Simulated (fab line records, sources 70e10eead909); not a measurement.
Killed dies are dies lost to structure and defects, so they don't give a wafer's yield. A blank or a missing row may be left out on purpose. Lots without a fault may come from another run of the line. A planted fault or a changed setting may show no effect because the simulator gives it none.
Which tool did it? | flow nand_harc | 12 lots, 36 wafers sampled, at 4 steps of a route of 1159

WHAT THE GAUGES READ, wafer by wafer
NHARC_END_SORT_01. Usual: defect_limited_yield 95.0 %, standard deviation 1.6; killed_at_array 30, standard deviation 10; killed_at_other 0.5, standard deviation 0.82; killed_at_periphery 2.9, standard deviation 2; killed_dies 34, standard deviation 11; killed_open 3.2, standard deviation 1.8; killed_short 2.0, standard deviation 1.4; sort_bin_2_pct 1.5 %, standard deviation 0.68; sort_bin_3_pct 0.28 %, standard deviation 0.21; sort_bin_4_pct 3.1 %, standard deviation 0.97; sort_bin_6_pct 0.00 %, standard deviation 0.012; sort_n_pass 643, standard deviation 11; sort_rim_yield_pct 94.6 %, standard deviation 2.9; sort_yield_pct 95.0 %, standard deviation 1.6.
lot  | measured     | on        | defect_limited_yield (%) | killed_at_array | killed_at_other | killed_at_periphery | killed_dies | killed_open | killed_short | sort_bin_2_pct (%) | sort_bin_3_pct (%) | sort_bin_4_pct (%) | sort_bin_6_pct (%) | sort_n_pass | sort_rim_yield_pct (%) | sort_yield_pct (%) | flag
L657 | day 21 22:35 | prober-02 | 95.1 95.0 95.3           | 31 32 28        | 2 2 1           | 0 0 3               | 33 34 32    | 4 3 3       | 1 0 1        | 1.3 1.0 1.8        | 0.44 0.15 0.30     | 3.1 3.8 2.7        | 0 0 0              | 644 643 645 | 97.2 95.3 94.3         | 95.1 95.0 95.3     |
L660 | day 22 11:58 | prober-01 | 94.4 94.8 94.7           | 34 31 28        | 1 0 0           | 3 4 8               | 38 35 36    | 6 4 5       | 4 2 1        | 2.7 2.4 2.1        | 0 0.30 0.15        | 3.0 2.5 3.1        | 0 0 0              | 639 642 641 | 93.4 88.7 94.3         | 94.4 94.8 94.7     |
L661 | day 23 08:32 | prober-01 | 86.7 87.9 87.1           | 87 78 81        | 1 0 1           | 2 4 5               | 90 82 87    | 1 5 3       | 1 2 3        | 5.6 5.9 6.4        | 2.81 2.51 1.77     | 4.9 3.7 4.7        | 0 0 0              | 587 595 590 | 94.3 95.3 95.3         | 86.7 87.9 87.1     | OFF
L662 | day 23 16:49 | prober-02 | 84.0 83.3 85.1           | 106 112 98      | 0 1 0           | 2 0 3               | 108 113 101 | 1 0 3       | 1 2 1        | 6.6 7.5 5.9        | 1.92 2.66 3.84     | 7.4 6.5 5.2        | 0 0 0              | 569 564 576 | 91.5 83.0 87.7         | 84.0 83.3 85.1     | OFF
L667 | day 23 22:50 | prober-01 | 85.7 87.0 85.8           | 92 83 91        | 2 0 0           | 3 5 5               | 97 88 96    | 1 1 4       | 1 2 3        | 6.8 5.2 6.1        | 1.62 1.77 2.22     | 5.9 6.1 5.9        | 0 0 0              | 580 589 581 | 96.2 89.6 90.6         | 85.7 87.0 85.8     | OFF
L669 | day 24 22:11 | prober-01 | 95.4 97.2 95.1           | 29 15 28        | 1 1 0           | 1 3 5               | 31 19 33    | 4 3 1       | 4 1 1        | 1.6 0.7 1.5        | 0.15 0.15 0.15     | 2.8 1.9 3.2        | 0 0 0              | 646 658 644 | 97.2 99.1 97.2         | 95.4 97.2 95.1     |

WHICH TOOL RAN EACH LOT (tool, then ch and the chambers of the sampled wafers, then the start)
lot  | NHARC_A_BONDPAD_ETCH_24            | NHARC_THIN_TSV_DESCUM_35           | NHARC_THIN_TSV_ETCH_36
L649 | rie_diel-07 ch 1,2,3, day 18 10:54 | rie_diel-08 ch 0,2, day 19 11:53   | rie_metal-01 ch 0,1, day 19 12:17
L650 | rie_diel-07 ch 0,1, day 18 14:01   | rie_diel-02 ch 0,1, day 19 12:34   | rie_metal-03 ch 0,1, day 19 12:56
L653 | rie_diel-06 ch 2,3, day 19 14:31   | rie_diel-08 ch 1,2, day 20 09:25   | rie_metal-01 ch 0,1, day 20 09:47
L655 | rie_diel-06 ch 0,1, day 19 15:32   | rie_diel-08 ch 0,2,3, day 20 10:57 | rie_metal-03 ch 0,1, day 20 11:20
L657 | rie_diel-06 ch 0,3, day 20 13:52   | rie_diel-13 ch 2,3, day 21 14:51   | rie_metal-02 ch 0, day 21 15:15
L659 | rie_diel-07 ch 1,3, day 20 14:16   | rie_diel-02 ch 0,3, day 21 13:36   | rie_metal-01 ch 0,1, day 21 13:59
L660 | rie_diel-06 ch 0,1,2, day 21 05:06 | rie_diel-08 ch 1,2,3, day 22 01:47 | rie_metal-02 ch 0,1, day 22 02:10
L658 | rie_diel-06 ch 0,2,3, day 21 08:35 | rie_diel-08 ch 0,1, day 22 02:54   | rie_metal-03 ch 0,1, day 22 03:17
L661 | rie_diel-06 ch 1,3, day 21 23:47   | rie_diel-13 ch 0,1, day 22 23:56   | rie_metal-03 ch 0,1, day 23 00:19
L662 | rie_diel-06 ch 1,2, day 22 00:13   | rie_diel-02 ch 1,3, day 23 04:59   | rie_metal-02 ch 0,1, day 23 05:23
L667 | rie_diel-06 ch 0,3, day 22 15:50   | rie_diel-08 ch 1,2,3, day 23 12:55 | rie_metal-01 ch 0,1, day 23 13:19
L669 | rie_diel-07 ch 0,2,3, day 23 02:01 | rie_diel-08 ch 0,1,3, day 24 00:54 | rie_metal-03 ch 0,1, day 24 01:17
- NHARC_A_BONDPAD_ETCH_24: etches the open film in CF4/N2, target depth 30 nm, time 72.99 s.
- NHARC_THIN_TSV_DESCUM_35: chemistry O2, time 3 s.
- NHARC_THIN_TSV_ETCH_36: etches the open film in Cl2/BCl3, target depth 65 nm, time 18.571 s.

WHAT THE TOOLS THEMSELVES READ (means of the sampled wafers that have a number; where no wafer has one, the mark that the record gives instead)
NHARC_A_BONDPAD_ETCH_24. Usual: bias_w 100.00 W, standard deviation 0.29; drypump_motor_current_A 5.6 A, standard deviation 0.44; oes_product_au 1.007 a.u., standard deviation 0.01; rf_vpp_V 314.9 V, standard deviation 1.8; showerhead_plenum_p_Torr 2.68 Torr, standard deviation 0.087; throttle_valve_pct 19.795 %, standard deviation 0.0091.
lot  | tool        | bias_w (W) | drypump_motor_current_A (A) | oes_product_au (a.u.) | rf_vpp_V (V) | showerhead_plenum_p_Torr (Torr) | throttle_valve_pct (%) | flag
L649 | rie_diel-07 | 99.83      | 5.9                         | 1.002                 | 312.7        | 2.56                            | 19.793                 |
L650 | rie_diel-07 | 100.18     | 6.3                         | 0.992                 | 315.0        | 2.68                            | 19.793                 |
L653 | rie_diel-06 | 99.96      | 5.6                         | 1.008                 | 316.3        | 2.76                            | 19.794                 |
L655 | rie_diel-06 | 100.07     | 5.1                         | 0.994                 | 315.1        | 2.66                            | 19.799                 |
L657 | rie_diel-06 | 100.05     | 5.6                         | 1.009                 | 315.1        | 2.66                            | 19.796                 |
L659 | rie_diel-07 | 99.95      | 6.1                         | 1.004                 | 314.2        | 2.61                            | 19.801                 |
L660 | rie_diel-06 | 100.10     | 5.3                         | 1.006                 | 315.8        | 2.72                            | 19.797                 |
L658 | rie_diel-06 | 99.97      | 5.5                         | 1.001                 | 315.7        | 2.71                            | 19.797                 |
L661 | rie_diel-06 | 100.02     | 5.8                         | 1.002                 | 315.0        | 2.67                            | 19.800                 |
L662 | rie_diel-06 | 100.02     | 5.3                         | 1.009                 | 315.3        | 2.73                            | 19.795                 |
L667 | rie_diel-06 | 100.21     | 5.3                         | 1.005                 | 314.1        | 2.65                            | 19.805                 |
L669 | rie_diel-07 | 100.07     | 5.9                         | 1.004                 | 314.1        | 2.61                            | 19.795                 |

NHARC_THIN_TSV_DESCUM_35. Usual: drypump_motor_current_A 5.6 A, standard deviation 0.5; o2_flow_sccm 199.9 sccm, standard deviation 0.53; oes_product_au 1.006 a.u., standard deviation 0.01; rf_vpp_V 57.8 V, standard deviation 0.82; showerhead_plenum_p_Torr 1.92 Torr, standard deviation 0.082; throttle_valve_pct 11.310 %, standard deviation 0.0096.
lot  | tool        | drypump_motor_current_A (A) | o2_flow_sccm (sccm) | oes_product_au (a.u.) | rf_vpp_V (V) | showerhead_plenum_p_Torr (Torr) | throttle_valve_pct (%) | flag
L649 | rie_diel-08 | 5.6                         | 199.6               | 0.996                 | 56.7         | 1.87                            | 11.303                 |
L650 | rie_diel-02 | 5.6                         | 200.5               | 1.000                 | 58.1         | 1.95                            | 11.315                 |
L653 | rie_diel-08 | 5.9                         | 199.8               | 1.006                 | 58.1         | 1.86                            | 11.313                 |
L655 | rie_diel-08 | 5.7                         | 199.8               | 1.004                 | 58.5         | 1.88                            | 11.309                 |
L657 | rie_diel-13 | 6.0                         | 199.8               | 1.010                 | 57.4         | 1.84                            | 11.306                 |
L659 | rie_diel-02 | 5.3                         | 199.5               | 0.998                 | 58.3         | 1.97                            | 11.308                 |
L660 | rie_diel-08 | 5.6                         | 199.4               | 0.999                 | 57.5         | 1.84                            | 11.315                 |
L658 | rie_diel-08 | 6.3                         | 200.0               | 1.013                 | 58.1         | 1.96                            | 11.315                 |
L661 | rie_diel-13 | 5.9                         | 199.3               | 0.993                 | 56.7         | 1.85                            | 11.304                 |
L662 | rie_diel-02 | 5.4                         | 200.0               | 1.007                 | 57.4         | 1.97                            | 11.315                 |
L667 | rie_diel-08 | 5.6                         | 200.1               | 1.004                 | 57.2         | 1.84                            | 11.309                 |
L669 | rie_diel-08 | 6.0                         | 200.0               | 1.010                 | 58.1         | 1.91                            | 11.303                 |

NHARC_THIN_TSV_ETCH_36. Usual: drypump_motor_current_A 5.99 A, standard deviation 0.3; oes_product_au 1.000 a.u., standard deviation 0.01.
lot  | tool         | drypump_motor_current_A (A) | oes_product_au (a.u.) | flag
L649 | rie_metal-01 | 6.10                        | 0.998                 |
L650 | rie_metal-03 | 6.07                        | 0.998                 |
L653 | rie_metal-01 | 6.12                        | 0.999                 |
L655 | rie_metal-03 | 6.00                        | 1.004                 |
L657 | rie_metal-02 | 5.66                        | 0.992                 |
L659 | rie_metal-01 | 6.13                        | 1.009                 |
L660 | rie_metal-02 | 5.66                        | 0.999                 |
L658 | rie_metal-03 | 6.01                        | 1.005                 |
L661 | rie_metal-03 | 6.00                        | 1.005                 |
L662 | rie_metal-02 | 5.69                        | 1.007                 |
L667 | rie_metal-01 | 6.11                        | 1.011                 |
L669 | rie_metal-03 | 6.06                        | 1.002                 |

THE ANSWER, worked out from the rows above alone
Rule: a lot is off if the mean of its wafers that have a number lies more than 3 standard deviations from the usual mean. A lot without any number at a reading at which 4 lots or more have one is off too. The other lots that the step has rows for count as sound. The gauges are gone through in route order, then the tools' own readings, and for those a lot's mean is taken as printed above. The first step at which some lot is off is used, and at that step the reading that is off furthest; a lot without a number counts as furthest.
Off: L661, L662, L667, at NHARC_END_SORT_01 (sort_bin_3_pct). Neither off nor sound, because the step has no rows for them: L649, L650, L653, L655, L659, L658.
A tool fits if, at a process step before that reading, it ran every lot that is off, and no sound lot after the first of them. The gauges at NHARC_END_SORT_01 are tried like those tools. One fits: rie_diel-06 at NHARC_A_BONDPAD_ETCH_24. Its last sound lot is L660 (day 21 05:06), its first lot that is off L661 (day 21 23:47): a fault that began between those two fits.

WHAT THE SIMULATOR HAD PUT IN
Chamber particle source: rie_diel-06, from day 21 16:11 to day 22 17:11, at NHARC_A_BONDPAD_ETCH_24. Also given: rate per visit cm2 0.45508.
Lots struck among those shown: L661, L662, L667. The rule above found the same.
